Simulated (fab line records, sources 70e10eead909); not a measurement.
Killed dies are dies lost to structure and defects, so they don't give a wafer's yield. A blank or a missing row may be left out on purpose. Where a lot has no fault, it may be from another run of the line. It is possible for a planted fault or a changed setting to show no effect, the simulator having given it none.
fab line records	flow nand_harc
record lots=12	wafers=36	last_day=34
route steps=1302 shown P_STI@100 P_GATE@131
lots that met no fault: from a run of the same line without faults
start_h: start of the lot's first displayed wafer, in hours after the record's first day	wait_h: hours since the lot's step before	" identical to the entry in the row above	L1.1+2: several wafers, shown together as one row	- value missing, or start not given	* or withheld: withheld	< > ~ a bound
route shown NAME@n: a module of which the file shows steps, and the number in the route of the first	usual: mean/standard deviation of fault-free wafers	same: alike in all rows	chamber/n: place in a boat	sites: per-site readings	_std_site: the standard deviation of these	_edge_site: mean of outer sites minus mean of inner sites	radius_mm: how far each site lies from the wafer's centre	mask NAME#n: copy n	behind: the tool/chamber that last shaped the wafer	hold: what put the lot on hold/how long, in hours/how the hold closed	device: the transistor (n, p or np) that didn't switch	end of line: at the end of the route, the tests of the same wafers	for a step that has no rows: nothing shown but its recipe	killed: not the wafer's yield, but the dies lost to structure and defects at the first sort	map: per-die view of a wafer (x killed, . not killed, _ where there is no die)
set.NAME: the setting the step ran with; set.NAME@STEP: the setting that earlier step ran with	model.NAME: the simulator's own value behind a step, which no gauge read
the route's steps for a sample of lots (tables are steps, rows are wafers)
services: a tool's chamber out of use, with start hour (start_h, from the record's first day; less than 0 if before it), hours out, and reason
## steps
# step NHARC_P_STI_CMP_21
# recipe t_overpolish_s=20	target_thk_nm=380.67
# usual edge_zone_pressure_frac=1.000/0.0049	motor_current_A=12.1/1.5	overpolish_run_s=20.001/0.0085
lot.wafer	tool	chamber	start_h	wait_h	edge_zone_pressure_frac	motor_current_A	overpolish_run_s
L135.4	cmp-02	1	80.10	0.4	1.000	11.1	20.001
L135.1	"	3	"	"	0.999	11.8	20.003
L135.6	"	2	"	"	0.999	11.2	20.002
L136.1	cmp-01	3	80.10	0.4	0.997	11.4	20.000
L136.2	"	0	"	"	0.998	12.1	19.985
L136.4	"	1	"	"	0.997	13.9	19.996
L137.4	cmp-04	0	93.69	0.4	1.005	11.1	19.997
L137.2	"	1	"	"	1.009	11.7	20.002
L137.3	"	2	"	"	0.999	10.9	19.998
L138.3	cmp-02	3	102.45	0.4	0.999	11.6	19.993
L138.1	"	1	"	"	1.006	10.8	19.999
L138.5	"	0	"	"	0.996	16.5	20.005
L139.2	cmp-02	0	113.88	0.4	0.993	15.7	20.015
L139.4	"	1	"	"	0.998	10.2	20.011
L139.1	"	2	"	"	0.996	12.1	20.001
L141.4	cmp-01	3	136.39	0.4	0.994	10.9	20.005
L141.3	"	1	"	"	1.003	14.0	19.995
L141.5	"	0	"	"	1.003	11.8	19.999
L143.2	cmp-04	0	151.49	0.4	0.997	11.0	20.010
L143.3	"	1	"	"	1.005	12.1	20.004
L143.5	"	0	"	"	0.995	11.1	19.977
L145.1	cmp-01	0	172.46	0.4	1.001	12.2	19.992
L145.4	"	2	"	"	0.995	12.1	19.992
L145.6	"	0	"	"	1.001	12.0	19.997
L147.3	cmp-04	3	194.71	0.4	1.002	12.0	19.997
L147.1	"	1	"	"	0.996	12.2	19.983
L147.5	"	0	"	"	0.999	10.8	19.985
L152.2	cmp-04	3	241.81	0.4	0.994	12.8	19.986
L152.6	"	0	"	"	1.001	11.4	19.991
L152.5	"	1	"	"	1.004	12.1	20.003
L156.2	cmp-01	2	283.28	0.4	1.000	12.2	20.011
L156.1	"	0	"	"	0.991	12.0	20.003
L156.3	"	1	"	"	1.001	14.3	19.995
L157.3	cmp-02	1	296.29	0.4	1.002	10.8	19.994
L157.6	"	1	"	"	0.999	10.4	20.009
L157.5	"	2	"	"	1.004	11.0	19.998
# step NHARC_P_GATE_HM_DEP_102
# recipe target_thk_a=1200	temp_c=400	material=aC
# usual throttle_valve_pct=35.001/0.0087
lot.wafer	tool	chamber	start_h	wait_h	throttle_valve_pct
L136.1	acl_dep-01	0	111.11	2.0	34.996
L136.2	"	0	"	"	34.999
L136.4	"	0	"	"	35.007
L135.1	acl_dep-02	0	111.58	2.4	34.996
L135.4	"	0	"	"	34.994
L135.6	"	0	"	"	35.009
L138.1	acl_dep-02	0	136.19	0.4	34.997
L138.3	"	0	"	"	34.983
L138.5	"	0	"	"	35.003
L137.2	acl_dep-03	0	136.29	0.5	34.997
L137.3	"	0	"	"	34.981
L137.4	"	0	"	"	35.004
L139.1	acl_dep-02	0	154.05	3.6	34.986
L139.2	"	0	"	"	35.015
L139.4	"	0	"	"	35.006
L141.3	acl_dep-03	0	167.39	1.2	35.006
L141.4	"	0	"	"	35.002
L141.5	"	0	"	"	35.016
L143.2	acl_dep-03	0	181.14	1.3	34.989
L143.3	"	0	"	"	34.990
L143.5	"	0	"	"	34.997
L145.1	acl_dep-03	0	205.73	2.8	34.991
L145.4	"	0	"	"	35.012
L145.6	"	0	"	"	35.004
L147.1	acl_dep-02	0	230.16	2.6	34.996
L147.3	"	0	"	"	35.003
L147.5	"	0	"	"	34.991
L152.2	acl_dep-01	0	273.09	0.5	35.000
L152.5	"	0	"	"	34.991
L152.6	"	0	"	"	35.006
L156.1	acl_dep-02	0	313.36	0.6	34.990
L156.2	"	0	"	"	35.002
L156.3	"	0	"	"	34.991
L157.3	acl_dep-03	0	329.15	0.6	35.009
L157.5	"	0	"	"	35.013
L157.6	"	0	"	"	34.998
# step NHARC_P_GATE_PEB_44
# recipe peb_temp_c=118	peb_time_s=85
# usual exhaust_pa=45.0/0.75	heater_power_total_W=163.97/0.26	plate_temp_C=118.03/0.13
lot.wafer	tool	chamber	start_h	wait_h	exhaust_pa	heater_power_total_W	plate_temp_C
L136.1	litho_track-02	0	124.75	0.1	44.6	163.83	118.13
L136.2	"	0	"	"	44.9	164.08	118.02
L136.4	"	0	"	"	45.2	163.96	118.16
L135.1	litho_track-02	0	124.91	0.1	45.1	164.01	118.16
L135.4	"	0	"	"	46.2	163.63	118.09
L135.6	"	0	"	"	44.8	163.62	118.20
L138.1	litho_track-07	0	149.37	0.1	44.2	164.05	118.08
L138.3	"	0	"	"	44.4	163.84	118.03
L138.5	"	0	"	"	45.2	163.65	117.93
L137.2	litho_track-02	0	151.63	0.1	45.2	163.66	117.97
L137.3	"	0	"	"	44.4	163.94	118.08
L137.4	"	0	"	"	44.4	164.07	117.93
L139.1	litho_track-07	0	167.22	0.1	44.1	164.00	118.02
L139.2	"	0	"	"	44.4	164.28	118.03
L139.4	"	0	"	"	44.0	164.34	117.90
L141.3	litho_track-07	0	180.37	0.1	43.9	163.62	117.93
L141.4	"	0	"	"	44.8	164.05	117.81
L141.5	"	0	"	"	44.3	164.40	118.17
L143.2	litho_track-02	0	194.47	0.1	45.8	164.15	118.27
L143.3	"	0	"	"	45.0	164.23	118.06
L143.5	"	0	"	"	44.7	163.62	118.03
L145.1	litho_track-03	0	218.96	0.1	45.1	164.37	117.96
L145.4	"	0	"	"	44.0	163.70	117.81
L145.6	"	0	"	"	44.5	164.31	117.96
L147.1	litho_track-07	0	243.36	0.1	45.7	164.40	117.85
L147.3	"	0	"	"	45.6	164.05	118.14
L147.5	"	0	"	"	44.4	163.75	117.95
L152.2	litho_track-02	0	286.39	0.1	44.4	163.76	117.98
L152.5	"	0	"	"	45.0	163.94	117.96
L152.6	"	0	"	"	45.1	163.73	118.02
L156.1	litho_track-07	0	326.56	0.1	46.0	182.27	128.20
L156.2	"	0	"	"	45.0	182.50	128.46
L156.3	"	0	"	"	46.1	182.88	128.39
L157.3	litho_track-07	0	342.19	0.1	43.9	181.79	128.27
L157.5	"	0	"	"	45.7	183.27	128.14
L157.6	"	0	"	"	45.1	183.00	128.23
# step NHARC_P_GATE_CD_MEAS_46
# recipe target_cd_nm=720	landing_energy_ev=500
# usual cd_nm=721.1/1.6
lot.wafer	tool	chamber	start_h	wait_h	cd_nm
L136.1	cd_sem-03	0	124.84	-	721.3
L136.2	"	0	"	"	723.1
L136.4	"	0	"	"	720.6
L135.1	cd_sem-01	0	125.00	-	721.5
L135.4	"	0	"	"	720.5
L135.6	"	0	"	"	721.5
L138.1	cd_sem-03	0	149.46	-	721.5
L138.3	"	0	"	"	720.0
L138.5	"	0	"	"	718.1
L137.2	cd_sem-03	0	151.72	-	720.4
L137.3	"	0	"	"	718.9
L137.4	"	0	"	"	721.5
L139.1	cd_sem-01	0	167.31	-	723.5
L139.2	"	0	"	"	717.2
L139.4	"	0	"	"	722.2
L141.3	cd_sem-01	0	180.47	-	722.6
L141.4	"	0	"	"	721.3
L141.5	"	0	"	"	722.7
L143.2	cd_sem-01	0	194.56	-	721.1
L143.3	"	0	"	"	721.7
L143.5	"	0	"	"	720.1
L145.1	cd_sem-02	0	219.05	-	718.3
L145.4	"	0	"	"	719.0
L145.6	"	0	"	"	720.3
L147.1	cd_sem-01	0	243.46	-	719.0
L147.3	"	0	"	"	719.2
L147.5	"	0	"	"	722.4
L152.2	cd_sem-02	0	286.48	-	721.7
L152.5	"	0	"	"	722.5
L152.6	"	0	"	"	720.5
L156.1	cd_sem-02	0	326.65	-	732.3
L156.2	"	0	"	"	729.4
L156.3	"	0	"	"	733.7
L157.3	cd_sem-01	0	342.28	-	731.5
L157.5	"	0	"	"	729.9
L157.6	"	0	"	"	728.3
# step NHARC_P_GATE_DESCUM_61
# recipe time_s=3	o2_flow_sccm=200	ar_flow_sccm=0	bias_power_w=0	chemistry=O2
# usual chamber_pressure_mTorr=59.99/0.057	drypump_motor_current_A=5.7/0.49	oes_product_au=1.000/0.009	rf_vpp_V=57.8/0.96	showerhead_plenum_p_Torr=1.91/0.079	throttle_valve_pct=11.311/0.0096
lot.wafer	tool	chamber	start_h	wait_h	chamber_pressure_mTorr	drypump_motor_current_A	oes_product_au	rf_hours_counter_h	rf_vpp_V	showerhead_plenum_p_Torr	throttle_valve_pct
L136.2	rie_diel-10	0	126.63	-	60.00	5.7	1.001	2	56.7	1.85	11.305
L136.4	"	1	"	"	59.97	5.2	0.994	2	58.5	1.95	11.302
L136.1	"	3	"	"	59.93	6.4	1.000	2	57.2	1.80	11.302
L135.1	rie_diel-02	3	126.92	-	59.95	5.3	1.005	6	57.1	1.91	11.320
L135.4	"	0	"	"	60.02	5.0	0.983	6	55.5	1.92	11.324
L135.6	"	0	"	"	59.98	5.0	0.993	-	58.4	1.92	11.311
L138.3	rie_diel-06	2	151.28	-	59.99	5.2	0.999	0	56.7	1.78	11.314
L138.1	"	3	"	"	59.92	6.2	1.007	0	57.4	1.97	11.310
L138.5	"	0	"	"	60.00	5.9	1.003	-	58.1	1.95	11.306
L137.3	rie_diel-06	0	153.51	-	59.93	5.9	0.993	0	58.5	1.95	11.310
L137.2	"	1	"	"	60.07	5.1	0.988	0	57.1	1.97	11.315
L137.4	"	3	"	"	59.97	6.2	0.998	0	57.8	1.97	11.320
L139.1	rie_diel-02	1	169.10	-	60.03	5.8	1.007	10	59.2	1.81	11.303
L139.2	"	3	"	"	60.02	5.3	1.011	9	56.8	1.91	11.315
L139.4	"	0	"	"	59.90	5.0	0.991	8	60.1	1.92	11.316
L141.4	rie_diel-10	2	182.43	-	59.99	6.4	1.014	5	57.1	1.90	11.300
L141.3	"	1	"	"	60.09	5.2	1.005	7	57.9	1.95	11.313
L141.5	"	2	"	"	59.98	6.4	1.011	-	57.5	1.90	11.318
L143.2	rie_diel-02	3	196.35	-	59.98	5.2	0.989	11	58.3	1.91	11.323
L143.3	"	2	"	"	59.99	5.9	1.001	-	58.6	2.04	11.311
L143.5	"	2	"	"	60.02	6.0	0.989	-	58.7	2.04	11.312
L145.1	rie_diel-06	1	220.99	-	60.04	5.0	1.007	2	59.1	1.97	11.328
L145.4	"	2	"	"	60.02	5.2	1.004	2	58.0	1.78	11.309
L145.6	"	1	"	"	60.09	5.0	1.008	-	58.5	1.97	11.299
L147.3	rie_diel-06	2	245.27	-	59.94	5.2	0.997	4	56.9	1.78	11.314
L147.1	"	3	"	"	59.97	6.2	1.014	5	55.5	1.97	11.309
L147.5	"	1	"	"	60.11	5.0	1.010	-	59.2	1.97	11.339
L152.2	rie_diel-10	2	288.26	-	59.93	6.4	1.008	2	56.9	1.90	11.318
L152.6	"	2	"	"	59.97	6.4	1.003	-	58.0	1.90	11.326
L152.5	"	3	"	"	59.99	6.4	1.009	-	58.2	1.80	11.319
L156.2	rie_diel-02	0	328.56	-	60.05	5.0	0.996	7	58.3	1.92	11.310
L156.3	"	1	"	"	60.02	5.9	0.999	8	58.3	1.80	11.321
L156.1	"	2	"	"	59.94	6.0	1.003	7	57.1	2.04	11.313
L157.3	rie_diel-02	1	344.38	-	59.98	5.8	1.003	8	57.0	1.80	11.334
L157.6	"	1	"	"	59.97	5.8	1.014	-	60.4	1.80	11.303
L157.5	"	2	"	"	60.02	5.9	1.019	-	57.1	2.04	11.286
## services
tool	chamber	start_h	hours	kind
acl_dep-02	-	61.27	13.0	pm
cmp-02	-	74.20	4.2	repair
litho_track-07	-	76.00	7.0	pm
rie_diel-06	3	79.19	15.9	repair
cmp-01	-	92.83	2.9	repair
rie_diel-02	0	109.07	7.3	repair
cmp-01	-	110.15	4.0	pm
cmp-04	-	111.00	4.0	pm
acl_dep-03	-	120.18	13.0	pm
cmp-02	-	126.84	1.6	repair
rie_diel-06	-	130.20	9.0	pm
cmp-02	-	134.65	4.0	pm
cmp-02	-	139.44	1.0	repair
rie_diel-06	3	182.51	5.0	repair
rie_diel-02	1	190.69	22.9	repair
cmp-01	-	190.75	1.5	repair
rie_diel-06	2	192.54	2.5	repair
rie_diel-02	0	192.58	42.1	repair
cmp-01	-	205.01	0.5	repair
rie_diel-02	-	216.85	9.0	pm
litho_track-02	-	227.00	7.0	pm
acl_dep-02	-	244.09	13.0	pm
litho_track-07	-	251.00	7.0	pm
acl_dep-03	-	304.64	13.0	pm
## key
first_sign step=NHARC_P_GATE_PEB_44	reading=plate_temp_C	direction=up	sigmas=78	usual=*	struck=*
effect step=NHARC_P_GATE_PEB_44	reading=heater_power_total_W	direction=up	sigmas=71	usual=*	struck=*
effect step=NHARC_P_GATE_CD_MEAS_46	reading=cd_nm	direction=up	sigmas=6.3	usual=721.1	struck=730.8
met_at NHARC_P_GATE_PEB_44
struck_lots L156,L157
tester_left_out L156,L157
not_acting_at NHARC_P_STI_CMP_21,NHARC_P_GATE_HM_DEP_102,NHARC_P_GATE_DESCUM_61
onset_between 243.36 326.56
fault kind=process_parameter_drift	tool=litho_track-07	chamber=-	onset_h=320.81	steps=NHARC_P_GATE_PEB_44	channel=peb_temp_c	offset=*	shape=step	end_h=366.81	acts_in=*	stated=*
# tester_left_out: of these lots the tester's yield and bins aren't shown, on N5 and GAA mostly nor the transistor test; their killed dies are dies lost to structure and defects alone, not to doping, threshold or leakage, so they don't give the yield
